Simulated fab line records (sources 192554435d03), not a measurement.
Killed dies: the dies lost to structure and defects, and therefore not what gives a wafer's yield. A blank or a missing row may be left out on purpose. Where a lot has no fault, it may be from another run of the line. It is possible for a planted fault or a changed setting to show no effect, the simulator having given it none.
Struck lot and sound lot, side by side | flow n5 finfet | 24 steps out of a route of 1938
Sound: wafers L911.1, L911.4, L911.5. Struck: wafer L920.3. (L920.5 of the same lot was not struck and is left out.) The cause comes at the end.
At each step with rows: each side's tool, then ch and its chambers, then its first start. Under that, the readings that differ: sound wafers | struck wafers | difference of the means | sigmas: that difference in standard deviations of wafers without a fault.
alike: words and numbers the same on both sides, and readings whose means are apart by under 2 such deviations; not compared: readings that were withheld, readings missing a value for some wafer, numbers with overlapping values and no deviation given by the record, and bounds like >300 which may hide the same value.
A row with sigmas, a row that says differs or no value, or rows on one side alone: a step with any of these is where the two part. Non-overlapping numbers with no deviation appear without sigmas and do not part them. A reading that every wafer of one side lacks parts them only if that side has two wafers or more.

first, 11 steps without rows for these wafers: N5_BEOL_M6_ETCH_62 (etches SOC in N2/H2, target depth 110 nm, overetch 22 nm, time 165 s); N5_BEOL_M6_STRIP_68 (strips in N2/H2); N5_BEOL_M6_STRIP_67 (strips in CF4); N5_BEOL_M6_HM_OPEN_17 (chemistry Cl2/BCl3, target TiN, target depth 20 nm, overetch 6 nm); N5_BEOL_M6_STRIP_19 (strips in O2); N5_BEOL_M6_COAT_63 (time 60 s, resist thk 60 nm); N5_BEOL_M6_COAT_64 (time 60 s, resist thk 12 nm); N5_BEOL_M6_COAT_71 (time 60 s, resist thk 5 nm); N5_BEOL_M6_COAT_22 (resist thk 30 nm); N5_BEOL_M6_EBR_24; N5_BEOL_M6_SOFTBAKE_23 (time 60 s).
N5_BEOL_M6_EXPOSE_25: exposes mask V5, target cd 40 nm.
  sound on euv scanner-02 ch 0, day 11 01:27; struck on euv scanner-02 ch 0, day 13 08:10
  alike: mask, focus offset nm
then, 2 steps without rows for these wafers: N5_BEOL_M6_PEB_26 (peb time 60 s); N5_BEOL_M6_DEVELOP_27 (develop time 30 s).
N5_BEOL_M6_CD_MEAS_28 targets a cd of 40 nm.
  sound on cd sem-02 ch 0, day 11 01:35; struck on cd sem-03 ch 0, day 13 08:17
  reading    | sound             | struck | difference | sigmas
  cd nm (nm) | 40.21 40.22 39.80 | 43.31  | +3.23      | +14
N5_BEOL_M6_DESCUM_33: chemistry O2, time 7 s.
  sound on rie diel-04 ch 1,3, day 11 02:20; struck on rie diel-01 ch 1, day 13 08:29
  reading                  | sound    | struck | difference | sigmas
  model.BEOL_M6.cd nm (nm) | 40 40 40 | 43.4   | +3.4       |
  alike: bias power w, drypump motor current A, oes product au, rf vpp V, showerhead plenum p Torr, throttle valve pct
  not compared: rf hours counter h
then, 5 steps without rows for these wafers: N5_BEOL_M6_ETCH_72 (etches underlayer in N2/H2, target depth 6.5 nm, time 5.2 s); N5_BEOL_M6_ETCH_65 (etches SiARC in CF4, target depth 15.6 nm, time 26 s); N5_BEOL_M6_ETCH_66 (etches SOC in N2/H2, target depth 80 nm, overetch 16 nm, time 120 s); N5_BEOL_M6_STRIP_69 (strips in N2/H2); N5_BEOL_M6_STRIP_73 (strips in N2/H2).
N5_BEOL_M6_VIA_ETCH_34: etches SiCOH lowk in C4F6/O2, target depth 126.3 nm, time 50.9 s.
  sound on rie diel-04 ch 1,3, day 11 02:31; struck on rie diel-01 ch 1, day 13 08:40
  reading                  | sound    | struck | difference | sigmas
  model.BEOL_M6.cd nm (nm) | 40 40 40 | 43.4   | +3.4       |
  alike: drypump motor current A, oes_ar_750_au, oes product au, rf vpp V, showerhead plenum p Torr, throttle valve pct
  not compared: rf hours counter h
then, 1 step without rows for these wafers: N5_BEOL_M6_STRIP_76 (strips in C4F6/O2).
-- record jumps: 4 days separate the struck wafers' starts on either side; left off in module BEOL_M6, taken up again in module PASSIVATION, whose first shown step is the route's number 1936 --
N5_PASSIVATION_PROBE_49:
  the record has rows for the struck wafers here (prober-02, day 16 23:17) and none for the sound ones

## WHERE THEY PART
Earliest at N5_BEOL_M6_CD_MEAS_28; latest, in this record, at N5_PASSIVATION_PROBE_49.

WHY: the cause the simulator had injected
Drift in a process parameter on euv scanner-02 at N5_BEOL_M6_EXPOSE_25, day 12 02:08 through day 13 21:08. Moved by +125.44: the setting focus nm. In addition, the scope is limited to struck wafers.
